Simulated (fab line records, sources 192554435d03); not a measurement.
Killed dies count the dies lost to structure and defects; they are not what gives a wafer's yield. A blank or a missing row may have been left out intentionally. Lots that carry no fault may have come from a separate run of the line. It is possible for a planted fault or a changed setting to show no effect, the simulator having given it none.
What tool caused it? | flow n5 finfet | 72 wafers from 24 lots sampled at 6 of the route's 1938 steps

WHAT THE GAUGES READ, wafer by wafer
N5_BEOL_M12_INSPECT_30: inspects for defects (macro).
lot  | measured     | on                | raw defect count
L074 | day 10 04:13 | defect inspect-01 | 1 0 2
L076 | day 10 20:31 | defect inspect-02 | 1 2 2
L075 | day 10 21:51 | defect inspect-02 | 6 4 2
L079 | day 11 05:41 | defect inspect-01 | 2 3 0
L077 | day 11 05:50 | defect inspect-01 | 1 2 2
L078 | day 11 06:23 | defect inspect-02 | 5 3 3
L081 | day 11 23:26 | defect inspect-02 | 2 5 2
L080 | day 12 06:28 | defect inspect-02 | 0 0 3
L082 | day 12 08:13 | defect inspect-02 | 2 4 2
L084 | day 13 00:04 | defect inspect-01 | 3 2 1
L083 | day 13 03:29 | defect inspect-02 | 3 0 2
L085 | day 13 05:33 | defect inspect-02 | 3 2 1
L086 | day 13 11:00 | defect inspect-02 | 2 2 1
L088 | day 14 04:30 | defect inspect-01 | 2 2 2
L087 | day 14 04:55 | defect inspect-01 | 1 1 2
L089 | day 14 16:17 | defect inspect-01 | 3 1 1
L091 | day 14 18:25 | defect inspect-02 | 0 4 0
L093 | day 14 20:44 | defect inspect-02 | 2 1 2
L090 | day 14 21:11 | defect inspect-01 | 4 4 0
L092 | day 15 00:17 | defect inspect-02 | 1 0 2
L094 | day 15 14:47 | defect inspect-01 | 1 1 1
L095 | day 16 00:56 | defect inspect-01 | 2 4 3
L096 | day 16 01:24 | defect inspect-02 | 1 1 3
L097 | day 16 07:18 | defect inspect-02 | 1 3 5

N5_BEOL_M12_THK_MEAS_50: measures by xrf.
lot  | measured     | on            | M12_THK (nm)
L074 | day 10 08:33 | film metro-02 | 320 324 327
L076 | day 11 00:50 | film metro-01 | 335 333 326
L075 | day 11 01:06 | film metro-01 | 325 335 325
L079 | day 11 08:28 | film metro-01 | 326 318 334
L077 | day 11 08:56 | film metro-02 | 324 321 323
L078 | day 11 10:32 | film metro-01 | 321 319 324
L081 | day 12 02:14 | film metro-01 | 321 324 322
L080 | day 12 10:32 | film metro-02 | 327 318 323
L082 | day 12 10:56 | film metro-01 | 325 335 336
L084 | day 13 03:19 | film metro-02 | 330 316 333
L083 | day 13 05:31 | film metro-01 | 326 332 332
L085 | day 13 12:46 | film metro-02 | 321 325 327
L086 | day 13 14:14 | film metro-02 | 321 331 319
L088 | day 14 09:08 | film metro-02 | 327 327 328
L087 | day 14 09:38 | film metro-01 | 327 318 328
L089 | day 14 20:50 | film metro-01 | 337 334 332
L091 | day 14 21:37 | film metro-01 | 323 336 336
L093 | day 14 23:08 | film metro-01 | 324 319 319
L090 | day 15 05:13 | film metro-01 | 337 324 322
L092 | day 15 05:31 | film metro-01 | 327 313 322
L094 | day 15 19:19 | film metro-01 | 332 336 333
L095 | day 16 04:11 | film metro-02 | 334 325 326
L096 | day 16 04:12 | film metro-01 | 333 336 335
L097 | day 16 10:06 | film metro-02 | 334 324 336

N5_BEOL_M13_CD_MEAS_17: target cd 190 nm.
lot  | measured     | on        | cd nm (nm)
L074 | day 10 09:58 | cd sem-02 | 192.3 191.3 189.8
L076 | day 11 02:14 | cd sem-01 | 189.3 191.7 191.9
L075 | day 11 02:23 | cd sem-02 | 189.5 190.2 187.5
L079 | day 11 09:45 | cd sem-03 | 190.3 189.8 189.6
L077 | day 11 10:20 | cd sem-01 | 188.1 189.7 188.9
L078 | day 11 11:55 | cd sem-03 | 187.2 188.5 187.9
L081 | day 12 03:53 | cd sem-02 | 187.3 191.7 189.3
L080 | day 12 11:58 | cd sem-03 | 190.2 190.3 190.7
L082 | day 12 12:14 | cd sem-03 | 187.1 186.9 187.5
L084 | day 13 04:55 | cd sem-02 | 188.2 188.1 187.0
L083 | day 13 06:49 | cd sem-03 | 189.2 189.5 191.2
L085 | day 13 14:24 | cd sem-01 | 188.3 188.9 190.0
L086 | day 13 15:37 | cd sem-02 | 189.4 191.4 191.5
L088 | day 14 10:40 | cd sem-03 | 188.6 184.5 186.0
L087 | day 14 11:28 | cd sem-01 | 189.9 186.5 190.0
L089 | day 14 22:05 | cd sem-03 | 189.4 189.3 189.4
L091 | day 14 23:01 | cd sem-01 | 186.4 185.3 187.0
L093 | day 15 00:23 | cd sem-02 | 184.3 185.3 185.2
L090 | day 15 06:40 | cd sem-02 | 188.7 191.7 187.5
L092 | day 15 06:54 | cd sem-01 | 187.2 191.9 190.4
L094 | day 15 21:00 | cd sem-02 | 190.5 191.4 190.8
L095 | day 16 05:27 | cd sem-02 | 189.3 191.1 191.4
L096 | day 16 05:37 | cd sem-01 | 191.5 195.1 191.7
L097 | day 16 11:30 | cd sem-01 | 189.5 187.4 189.6

EACH LOT AND THE TOOL THAT RAN IT (in order: tool; ch and the chambers of the sampled wafers; start)
lot  | N5_BEOL_M12_VIA_ETCH_16            | N5_BEOL_M12_STRIP_37                 | N5_BEOL_M12_DEP_53
L074 | rie diel-03 ch 3, day 10 03:19     | plasma asher-02 ch 0, day 10 04:59   | pecvd-01 ch 0,2, day 10 08:37
L076 | rie diel-01 ch 1,2, day 10 19:35   | plasma asher-02 ch 0,1, day 10 21:06 | pecvd-03 ch 0,1, day 11 00:54
L075 | rie diel-03 ch 1,2,3, day 10 21:04 | plasma asher-02 ch 0,1, day 10 22:27 | pecvd-03 ch 0,1, day 11 01:11
L079 | rie diel-06 ch 1,2, day 11 04:53   | plasma asher-02 ch 0,1, day 11 06:31 | pecvd-04 ch 0,1, day 11 08:31
L077 | rie diel-01 ch 0,2,3, day 11 05:04 | plasma asher-02 ch 0,1, day 11 06:46 | pecvd-01 ch 1,2, day 11 09:00
L078 | rie diel-01 ch 0,2,3, day 11 05:28 | plasma asher-01 ch 0,1, day 11 07:40 | pecvd-01 ch 1,2, day 11 10:35
L081 | rie diel-01 ch 0,1,3, day 11 22:19 | plasma asher-01 ch 0,1, day 12 00:20 | pecvd-04 ch 0,1, day 12 02:19
L080 | rie diel-01 ch 0,2,3, day 12 05:28 | plasma asher-01 ch 0,1, day 12 07:07 | pecvd-04 ch 0,1,2, day 12 10:37
L082 | rie diel-03 ch 0,1,2, day 12 07:19 | plasma asher-01 ch 0,1, day 12 08:49 | pecvd-04 ch 0,2, day 12 10:59
L084 | rie diel-01 ch 1,2,3, day 12 23:09 | plasma asher-01 ch 0,1, day 13 00:39 | pecvd-03 ch 1,2, day 13 03:22
L083 | rie diel-06 ch 0,1,3, day 13 02:35 | plasma asher-02 ch 0,1, day 13 04:09 | pecvd-01 ch 1,2, day 13 05:36
L085 | rie diel-03 ch 1,2,3, day 13 04:25 | plasma asher-01 ch 0,1, day 13 06:08 | pecvd-01 ch 1,2, day 13 12:51
L086 | rie diel-06 ch 0,3, day 13 10:05   | plasma asher-01 ch 0,1, day 13 11:36 | pecvd-04 ch 0,1,2, day 13 14:18
L088 | rie diel-03 ch 0,3, day 14 03:37   | plasma asher-01 ch 0,1, day 14 05:33 | pecvd-03 ch 0,1, day 14 09:12
L087 | rie diel-01 ch 2,3, day 14 04:08   | plasma asher-02 ch 0, day 14 05:42   | pecvd-03 ch 0,2, day 14 09:42
L089 | rie diel-01 ch 1,2, day 14 15:25   | plasma asher-02 ch 1, day 14 16:52   | pecvd-03 ch 0,1,2, day 14 20:53
L091 | rie diel-06 ch 0,1, day 14 17:30   | plasma asher-02 ch 0,1, day 14 19:02 | pecvd-03 ch 0,2, day 14 21:41
L093 | rie diel-03 ch 0,1, day 14 19:56   | plasma asher-01 ch 0,1, day 14 21:20 | pecvd-04 ch 0,1,2, day 14 23:12
L090 | rie diel-06 ch 1,2,3, day 14 20:17 | plasma asher-02 ch 0,1, day 14 21:47 | pecvd-04 ch 0,2, day 15 05:17
L092 | rie diel-01 ch 0,3, day 14 23:29   | plasma asher-02 ch 0,1, day 15 00:52 | pecvd-03 ch 0,1, day 15 05:35
L094 | rie diel-01 ch 0,1,2, day 15 13:52 | plasma asher-01 ch 0,1, day 15 15:23 | pecvd-03 ch 0,1,2, day 15 19:22
L095 | rie diel-01 ch 0,2, day 16 00:02   | plasma asher-02 ch 0,1, day 16 01:32 | pecvd-04 ch 0,2, day 16 04:15
L096 | rie diel-03 ch 2,3, day 16 00:37   | plasma asher-01 ch 0,1, day 16 02:00 | pecvd-03 ch 0,1,2, day 16 04:16
L097 | rie diel-01 ch 0,1, day 16 06:23   | plasma asher-01 ch 0,1, day 16 08:07 | pecvd-03 ch 0,1,2, day 16 10:10
- N5_BEOL_M12_VIA_ETCH_16: etches SiOC in C4F8/O2/Ar, target depth 724.8 nm.
- N5_BEOL_M12_STRIP_37: strips in N2/H2.
- N5_BEOL_M12_DEP_53: deposits SiCN from 3MS/NH3, target thk 30 nm, time 10.5 s.

WHAT THE TOOLS THEMSELVES READ (means of the sampled wafers that have a number; where no wafer has one, the mark that the record gives instead)
N5_BEOL_M12_VIA_ETCH_16.
lot  | tool        | drypump motor current A (A) | mfc ar sccm (sccm) | oes product au (a.u.) | rf vpp V (V) | showerhead plenum p Torr (Torr) | throttle valve pct (%)
L074 | rie diel-03 | 5.8                         | 400.9              | 0.83                  | 666          | 3.47                            | 24.18
L076 | rie diel-01 | 5.3                         | 399.9              | 0.74                  | 667          | 3.50                            | 24.42
L075 | rie diel-03 | 5.4                         | 399.8              | 0.72                  | 663          | 3.35                            | 24.19
L079 | rie diel-06 | 5.3                         | 399.5              | 0.70                  | 665          | 3.39                            | 24.28
L077 | rie diel-01 | 5.7                         | 399.2              | 0.70                  | 668          | 3.50                            | 24.28
L078 | rie diel-01 | 5.8                         | 400.1              | 0.69                  | 668          | 3.50                            | 24.28
L081 | rie diel-01 | 6.0                         | 399.5              | 0.73                  | 666          | 3.42                            | 24.10
L080 | rie diel-01 | 5.7                         | 400.4              | 0.69                  | 668          | 3.50                            | 24.28
L082 | rie diel-03 | 5.6                         | 400.2              | 0.64                  | 663          | 3.35                            | 24.26
L084 | rie diel-01 | 5.8                         | 400.4              | 0.73                  | 667          | 3.49                            | 24.19
L083 | rie diel-06 | 5.1                         | 400.2              | 0.68                  | 665          | 3.41                            | 24.19
L085 | rie diel-03 | 5.5                         | 398.9              | 0.69                  | 663          | 3.34                            | 24.21
L086 | rie diel-06 | 4.9                         | 401.0              | 0.67                  | 665          | 3.35                            | 24.03
L088 | rie diel-03 | 5.9                         | 400.9              | 0.80                  | 667          | 3.46                            | 24.20
L087 | rie diel-01 | 5.6                         | 399.5              | 0.69                  | 669          | 3.56                            | 24.40
L089 | rie diel-01 | 5.3                         | 400.5              | 0.70                  | 667          | 3.48                            | 24.46
L091 | rie diel-06 | 5.3                         | 400.1              | 0.66                  | 666          | 3.45                            | 24.36
L093 | rie diel-03 | 5.3                         | 399.1              | 0.73                  | 663          | 3.37                            | 24.03
L090 | rie diel-06 | 5.2                         | 400.1              | 0.68                  | 663          | 3.33                            | 24.17
L092 | rie diel-01 | 5.9                         | 400.0              | 0.83                  | 666          | 3.42                            | 24.03
L094 | rie diel-01 | 5.5                         | 399.9              | 0.76                  | 665          | 3.41                            | 24.27
L095 | rie diel-01 | 5.3                         | 400.5              | 0.72                  | 667          | 3.48                            | 24.47
L096 | rie diel-03 | 5.7                         | 400.1              | 0.80                  | 670          | 3.57                            | 24.18
L097 | rie diel-01 | 5.7                         | 399.5              | 0.82                  | 662          | 3.33                            | 24.10

N5_BEOL_M12_STRIP_37.
lot  | tool            | drypump motor current A (A) | heater power w (W) | oes product au (a.u.)
L074 | plasma asher-02 | 5.9                         | 314                | 0.793
L076 | plasma asher-02 | 5.8                         | 347                | 0.787
L075 | plasma asher-02 | 5.7                         | 372                | 0.793
L079 | plasma asher-02 | 5.7                         | 370                | 0.794
L077 | plasma asher-02 | 5.8                         | 348                | 0.788
L078 | plasma asher-01 | 5.9                         | 336                | 0.792
L081 | plasma asher-01 | 5.5                         | 354                | 0.796
L080 | plasma asher-01 | 5.9                         | 337                | 0.789
L082 | plasma asher-01 | 5.9                         | 331                | 0.794
L084 | plasma asher-01 | 5.5                         | 351                | 0.793
L083 | plasma asher-02 | 5.8                         | 372                | 0.790
L085 | plasma asher-01 | 5.5                         | 354                | 0.786
L086 | plasma asher-01 | 5.9                         | 334                | 0.792
L088 | plasma asher-01 | 5.9                         | 336                | 0.793
L087 | plasma asher-02 | 5.9                         | 318                | 0.796
L089 | plasma asher-02 | 5.6                         | 402                | 0.785
L091 | plasma asher-02 | 5.8                         | 339                | 0.780
L093 | plasma asher-01 | 5.5                         | 351                | 0.790
L090 | plasma asher-02 | 5.8                         | 344                | 0.787
L092 | plasma asher-02 | 5.7                         | 376                | 0.782
L094 | plasma asher-01 | 5.9                         | 338                | 0.778
L095 | plasma asher-02 | 5.8                         | 349                | 0.793
L096 | plasma asher-01 | 5.5                         | 353                | 0.796
L097 | plasma asher-01 | 5.9                         | 333                | 0.795

N5_BEOL_M12_DEP_53.
lot  | tool     | showerhead plenum p Torr (Torr) | throttle valve pct (%)
L074 | pecvd-01 | 4.160                           | 18.4
L076 | pecvd-03 | 4.175                           | 18.3
L075 | pecvd-03 | 4.167                           | 18.0
L079 | pecvd-04 | 4.145                           | 18.3
L077 | pecvd-01 | 4.174                           | 20.0
L078 | pecvd-01 | 4.172                           | 18.9
L081 | pecvd-04 | 4.147                           | 18.3
L080 | pecvd-04 | 4.147                           | 17.6
L082 | pecvd-04 | 4.150                           | 16.9
L084 | pecvd-03 | 4.179                           | 17.9
L083 | pecvd-01 | 4.166                           | 20.2
L085 | pecvd-01 | 4.171                           | 19.2
L086 | pecvd-04 | 4.144                           | 17.7
L088 | pecvd-03 | 4.169                           | 18.0
L087 | pecvd-03 | 4.167                           | 18.1
L089 | pecvd-03 | 4.165                           | 18.1
L091 | pecvd-03 | 4.153                           | 18.3
L093 | pecvd-04 | 4.150                           | 17.8
L090 | pecvd-04 | 4.151                           | 16.9
L092 | pecvd-03 | 4.176                           | 18.2
L094 | pecvd-03 | 4.169                           | 18.1
L095 | pecvd-04 | 4.149                           | 17.8
L096 | pecvd-03 | 4.173                           | 18.1
L097 | pecvd-03 | 4.164                           | 18.0

THE ANSWER, worked out from the rows above alone
Rule: what is usual is taken from the lots themselves. Put in order of their means at a reading, lots are off if they are a third of the lots or fewer, leave a main group of 4 or more, and stand apart from it by a gap of 3 or more times the standard deviation of the main group's means; of several such gaps the widest counts. Not used: any main group whose means are identical at the precision the tables above print for the reading. Also off: a lot with no number at a reading for which 4 or more lots have one. All remaining lots with rows at the step are treated as sound. Order of review: gauges by route order, followed by the tools' own readings, for which a lot's mean as printed above is used. At the first step where some lot is off, the reading lying furthest off is the one used; lots without a number count as furthest.
No lot is off at any reading shown: from this, nothing can be told.

WHAT THE SIMULATOR HAD INSERTED
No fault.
